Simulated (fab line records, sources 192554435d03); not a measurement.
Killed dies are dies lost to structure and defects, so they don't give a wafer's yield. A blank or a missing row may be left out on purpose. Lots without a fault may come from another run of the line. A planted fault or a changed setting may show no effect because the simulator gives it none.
Which tool did it? | flow n5_finfet | 11 lots, 32 wafers sampled, at 2 steps of a route of 1938

WHAT THE GAUGES READ, wafer by wafer
N5_BEOL_M7_THK_MEAS_53: measures by xrf.
lot  | measured     | on            | M7_THK (nm)
L321 | day 10 21:38 | film_metro-02 | 80.6 77.3 78.5
L322 | day 11 07:11 | film_metro-01 | 75.3 75.6 75.9
L323 | day 12 02:40 | film_metro-02 | 80.5 78.1 79.5
L325 | day 12 11:42 | film_metro-01 | 74.9 76.6
L334 | day 14 08:18 | film_metro-02 | 78.6 77.3 79.4
L337 | day 14 15:05 | film_metro-01 | 77.2 77.8 76.4
L342 | day 15 12:35 | film_metro-02 | 77.0 76.3 78.8
L338 | day 15 20:54 | film_metro-01 | 75.3 77.9 76.0
L340 | day 16 04:31 | film_metro-02 | 75.9 78.0 76.8
L336 | day 16 07:13 | film_metro-02 | 75.6 79.2 78.5
L341 | day 16 14:28 | film_metro-01 | 78.6 75.2 73.7

WHICH TOOL RAN EACH LOT (tool, then ch and the chambers of the sampled wafers, then the start)
lot  | N5_BEOL_M7_CMP_52
L321 | cmp-03 ch 1,2, day 10 21:22
L322 | cmp-01 ch 1,3, day 11 06:56
L323 | cmp-03 ch 0,3, day 12 02:22
L325 | cmp-04 ch 3, day 12 11:25
L334 | cmp-03 ch 1,2,3, day 14 08:05
L337 | cmp-01 ch 1,2,3, day 14 14:52
L342 | cmp-01 ch 0,1, day 15 12:17
L338 | cmp-01 ch 0,1,2, day 15 20:36
L340 | cmp-03 ch 0,1,3, day 16 04:16
L336 | cmp-04 ch 0,3, day 16 06:55
L341 | cmp-04 ch 0,3, day 16 14:10
- N5_BEOL_M7_CMP_52: polishes, stops on SiCOH lowk, t overpolish 6.9 s, target thk 80 nm.

THE ANSWER, worked out from the rows above alone
Rule: what is usual is taken from the lots themselves. Put in order of their means at a reading, lots are off if they are a third of the lots or fewer, leave a main group of 4 or more, and stand apart from it by a gap of 3 or more times the standard deviation of the main group's means; of several such gaps the widest counts. A main group whose means are all the same, to the digits that the tables above print for the reading, isn't used. A lot without any number at a reading at which 4 lots or more have one is off too. The other lots that the step has rows for count as sound.
No lot is off at any reading shown: from this, nothing can be told.

WHAT THE SIMULATOR HAD PUT IN
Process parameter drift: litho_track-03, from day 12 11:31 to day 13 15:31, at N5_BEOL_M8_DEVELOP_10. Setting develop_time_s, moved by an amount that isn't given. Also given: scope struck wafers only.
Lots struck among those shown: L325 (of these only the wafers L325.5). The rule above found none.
